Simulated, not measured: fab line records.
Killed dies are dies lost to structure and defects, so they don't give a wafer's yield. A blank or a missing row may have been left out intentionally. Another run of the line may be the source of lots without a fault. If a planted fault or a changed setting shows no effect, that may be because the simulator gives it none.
Which tool was responsible? / flow n5 finfet / 10 lots with 30 wafers sampled at 3 steps, on a route of 1938 steps

## WHAT THE GAUGES READ, wafer by wafer
N5_BEOL_M4_RC_MEAS_101.
lot=L716; measured=day 7 22:32; on=prober-02; CJ_P=5.30 5.87 6.25
lot=L717; measured=day 9 09:14; on=prober-02; CJ_P=5.85 5.94 5.93
lot=L725; measured=day 10 22:13; on=prober-02; CJ_P=5.89 5.70 5.72
lot=L726; measured=day 11 11:20; on=prober-01; CJ_P=1.00 1.01 1.01
lot=L727; measured=day 11 09:40; on=prober-02; CJ_P=0.99 0.99 0.99
lot=L730; measured=day 12 11:10; on=prober-01; CJ_P=5.50 5.74 5.72
lot=L731; measured=day 12 02:02; on=prober-01; CJ_P=5.45 6.08 6.08
lot=L732; measured=day 12 21:01; on=prober-01; CJ_P=5.22 5.78 5.56
lot=L734; measured=day 13 05:12; on=prober-02; CJ_P=5.66 5.73 5.27
lot=L738; measured=day 14 07:26; on=prober-01; CJ_P=5.10 6.03 5.75

## TOOL THAT RAN EACH LOT (tool first, then ch and the chambers of the sampled wafers, then the start)
lot=L716; N5_ZERO_LAYER_ETCH_17=rie diel-02 ch 0,3, day 1 18:52; N5_WELL_APT_IMPLANT_15=implanter-01 ch 0, day 1 20:04
lot=L717; N5_ZERO_LAYER_ETCH_17=rie diel-03 ch 0,3, day 2 01:00; N5_WELL_APT_IMPLANT_15=implanter-01 ch 0, day 2 02:26
lot=L725; N5_ZERO_LAYER_ETCH_17=rie diel-05 ch 0,2,3, day 4 01:05; N5_WELL_APT_IMPLANT_15=implanter-02 ch 0, day 4 02:37
lot=L726; N5_ZERO_LAYER_ETCH_17=rie diel-05 ch 1,2,3, day 4 06:46; N5_WELL_APT_IMPLANT_15=implanter-01, day 4 08:10
lot=L727; N5_ZERO_LAYER_ETCH_17=rie diel-03 ch 0,2,3, day 4 12:50; N5_WELL_APT_IMPLANT_15=implanter-01, day 4 14:07
lot=L730; N5_ZERO_LAYER_ETCH_17=rie diel-05 ch 0,2,3, day 5 06:43; N5_WELL_APT_IMPLANT_15=implanter-01 ch 0, day 5 08:03
lot=L731; N5_ZERO_LAYER_ETCH_17=rie diel-02 ch 0,2, day 5 12:50; N5_WELL_APT_IMPLANT_15=implanter-01 ch 0, day 5 14:05
lot=L732; N5_ZERO_LAYER_ETCH_17=rie diel-03 ch 1,2,3, day 5 18:43; N5_WELL_APT_IMPLANT_15=implanter-02 ch 0, day 5 20:22
lot=L734; N5_ZERO_LAYER_ETCH_17=rie diel-05 ch 1,2, day 6 06:43; N5_WELL_APT_IMPLANT_15=implanter-01 ch 0, day 6 08:52
lot=L738; N5_ZERO_LAYER_ETCH_17=rie diel-03 ch 0,1, day 7 06:50; N5_WELL_APT_IMPLANT_15=implanter-01 ch 0, day 7 08:21
- N5_ZERO_LAYER_ETCH_17: etches SiO2 in CF4, target depth 12 nm, time 13.3 s.
- N5_WELL_APT_IMPLANT_15

## THE ANSWER, worked out from the rows above alone
Rule: the usual values come from the lots themselves. Put in order of their means at a reading, lots are off if they are a third of the lots or fewer, leave a main group of 4 or more, and stand apart from it by a gap of 3 or more times the standard deviation of the main group's means; of several such gaps the widest counts. If all means in a main group match to the digits the tables above print for the reading, that group is not used. Also off: a lot with no number at a reading for which 4 or more lots have one. Where the step has rows for the other lots, those lots are counted as sound.
Off: L726, L727, seen at N5_BEOL_M4_RC_MEAS_101 (CJ_P). For the main group the mean is 5.71 and the standard deviation 0.14.
A tool fits if, at a process step before that reading, it ran every lot that is off, and no sound lot after the first of them. Gauges at N5_BEOL_M4_RC_MEAS_101: tried the same way as those tools. Not one of the candidates tried fits.

## WHAT THE SIMULATOR HAD INSERTED
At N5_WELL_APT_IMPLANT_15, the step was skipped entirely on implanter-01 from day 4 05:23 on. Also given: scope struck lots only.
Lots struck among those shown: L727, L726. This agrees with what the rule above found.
